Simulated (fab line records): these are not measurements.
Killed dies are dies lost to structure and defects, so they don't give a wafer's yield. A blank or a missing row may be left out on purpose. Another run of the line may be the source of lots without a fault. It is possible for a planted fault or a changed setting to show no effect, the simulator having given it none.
Split-lot trial || flow n5 finfet || 21 wafers read across 7 lots, on a route 1938 steps long

ON THE SPLIT
At N5_BEOL_M9_ETCH_61 (etches SiARC in CF4, target depth 39 nm, time 65 s), the setting source w was moved away from the recipe's 545 W on 9 of the 21 wafers read, by -9.1% to +17.8%. This setting was run at the recipe's value on the other wafers.

The split's own step is where the reading is taken.

THE READING
rf vpp V, in V, at N5_BEOL_M9_ETCH_61 (etches SiARC in CF4, target depth 39 nm, time 65 s). Fault-free wafers of this fab line usually give 184.0 V, standard deviation 1.3 V.

{"wafer": "L076.2", "tool, chamber at the split": "rie diel-05, 2", "source w as run, W": 545, "against the recipe": "recipe", "rf vpp V, V": 186.3, "against lot-mates on the recipe": "-"}
{"wafer": "L076.5", "tool, chamber at the split": "rie diel-05, 3", "source w as run, W": 642.2, "against the recipe": "+17.8%", "rf vpp V, V": 174.9, "against lot-mates on the recipe": -11.3}
{"wafer": "L076.6", "tool, chamber at the split": "rie diel-05, 0", "source w as run, W": 545, "against the recipe": "recipe", "rf vpp V, V": 186.1, "against lot-mates on the recipe": "-"}
{"wafer": "L080.1", "tool, chamber at the split": "rie diel-05, 1", "source w as run, W": 570.9, "against the recipe": "+4.8%", "rf vpp V, V": 179.1, "against lot-mates on the recipe": -5.7}
{"wafer": "L080.3", "tool, chamber at the split": "rie diel-05, 3", "source w as run, W": 545, "against the recipe": "recipe", "rf vpp V, V": 185.5, "against lot-mates on the recipe": "-"}
{"wafer": "L080.6", "tool, chamber at the split": "rie diel-05, 0", "source w as run, W": 545, "against the recipe": "recipe", "rf vpp V, V": 184.1, "against lot-mates on the recipe": "-"}
{"wafer": "L079.1", "tool, chamber at the split": "rie diel-02, 1", "source w as run, W": 495.5, "against the recipe": "-9.1%", "rf vpp V, V": 191.0, "against lot-mates on the recipe": "+7.3"}
{"wafer": "L079.2", "tool, chamber at the split": "rie diel-02, 2", "source w as run, W": 545, "against the recipe": "recipe", "rf vpp V, V": 183.7, "against lot-mates on the recipe": "-"}
{"wafer": "L079.3", "tool, chamber at the split": "rie diel-02, 0", "source w as run, W": 495.5, "against the recipe": "-9.1%", "rf vpp V, V": 188.7, "against lot-mates on the recipe": "+5.0"}
{"wafer": "L083.4", "tool, chamber at the split": "rie diel-02, 2", "source w as run, W": 500.5, "against the recipe": "-8.2%", "rf vpp V, V": 190.8, "against lot-mates on the recipe": "+7.6"}
{"wafer": "L083.5", "tool, chamber at the split": "rie diel-02, 3", "source w as run, W": 545, "against the recipe": "recipe", "rf vpp V, V": 183.2, "against lot-mates on the recipe": "-"}
{"wafer": "L083.6", "tool, chamber at the split": "rie diel-02, 0", "source w as run, W": 500.5, "against the recipe": "-8.2%", "rf vpp V, V": 188.4, "against lot-mates on the recipe": "+5.2"}
{"wafer": "L086.2", "tool, chamber at the split": "rie diel-05, 3", "source w as run, W": 545, "against the recipe": "recipe", "rf vpp V, V": 184.0, "against lot-mates on the recipe": "-"}
{"wafer": "L086.3", "tool, chamber at the split": "rie diel-05, 1", "source w as run, W": 545, "against the recipe": "recipe", "rf vpp V, V": 182.2, "against lot-mates on the recipe": "-"}
{"wafer": "L086.4", "tool, chamber at the split": "rie diel-05, 0", "source w as run, W": 613.6, "against the recipe": "+12.6%", "rf vpp V, V": 178.9, "against lot-mates on the recipe": -4.2}
{"wafer": "L091.1", "tool, chamber at the split": "rie diel-02, 1", "source w as run, W": 545, "against the recipe": "recipe", "rf vpp V, V": 184.8, "against lot-mates on the recipe": "-"}
{"wafer": "L091.2", "tool, chamber at the split": "rie diel-02, 3", "source w as run, W": 607.3, "against the recipe": "+11.4%", "rf vpp V, V": 175.8, "against lot-mates on the recipe": -9.0}
{"wafer": "L091.3", "tool, chamber at the split": "rie diel-02, 0", "source w as run, W": 607.3, "against the recipe": "+11.4%", "rf vpp V, V": 175.8, "against lot-mates on the recipe": -9.0}
{"wafer": "L092.3", "tool, chamber at the split": "rie diel-05, 3", "source w as run, W": 545, "against the recipe": "recipe", "rf vpp V, V": 184.0, "against lot-mates on the recipe": "-"}
{"wafer": "L092.4", "tool, chamber at the split": "rie diel-05, 0", "source w as run, W": 545, "against the recipe": "recipe", "rf vpp V, V": 183.9, "against lot-mates on the recipe": "-"}
{"wafer": "L092.5", "tool, chamber at the split": "rie diel-05, 3", "source w as run, W": 545, "against the recipe": "recipe", "rf vpp V, V": 183.9, "against lot-mates on the recipe": "-"}

FIT RESULTS
A straight line over all 21 wafers: rf vpp V changes by -0.605 V for each +1% of source w; r = -0.95; the points scatter about the line by 1.4 V.
The same after taking each lot's own level away (the mean of its wafers on the recipe; 21 wafers): -0.666 V for each +1%; r = -0.96; scatter 1.4 V.
That fit puts the effect of the largest move of source w on the reading at 12 V.
From 183.10 to 186.20 V: that is the span of the lots' own levels, equal to 2.4 times the standard deviation above.
So the lot-to-lot level changes the slope little: the two slopes agree.
Check: -12 V against its lot-mates is what the line predicts for one of the wafers moved furthest among these (+17.8%) when that wafer is left out of the fit. It came out at -11.3 V against them.
Tool readings at the split's step, against how far the setting was moved: etch rf on time s r = -0.95; rf vpp V r = -0.95.

FURTHER SPLITS ON THESE WAFERS
Before the reading, these wafers also passed through other splits. Each is held against what the fit with the lots' levels taken away leaves over:
{"other split on the same wafers": "N5_BEOL_M8_TRENCH_ETCH_37 time s", "wafers away from the commonest value": 7, "r with rf vpp V (lot level and that fit taken away)": "+0.41"}
{"other split on the same wafers": "N5_BEOL_M9_COAT_59 spin rpm", "wafers away from the commonest value": 9, "r with rf vpp V (lot level and that fit taken away)": -0.20}

THE WHOLE CHAIN: every reading that the file lists as answering this split, in the file's order
{"step": "N5_BEOL_M9_ETCH_61", "what it does": "etches SiARC in CF4, target depth 39 nm, time 65 s", "reading": "etch rf on time s", "change (the file's fit)": "withheld for each +1% of the setting", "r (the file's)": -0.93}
{"step": "N5_BEOL_M9_ETCH_61", "what it does": "etches SiARC in CF4, target depth 39 nm, time 65 s", "reading": "rf vpp V", "change (the file's fit)": "-0.633 V for each +1% of the setting", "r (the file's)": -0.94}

THE FILE'S OWN FIT
rf vpp V changes by -0.633 V for each +1% of source w, r = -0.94.
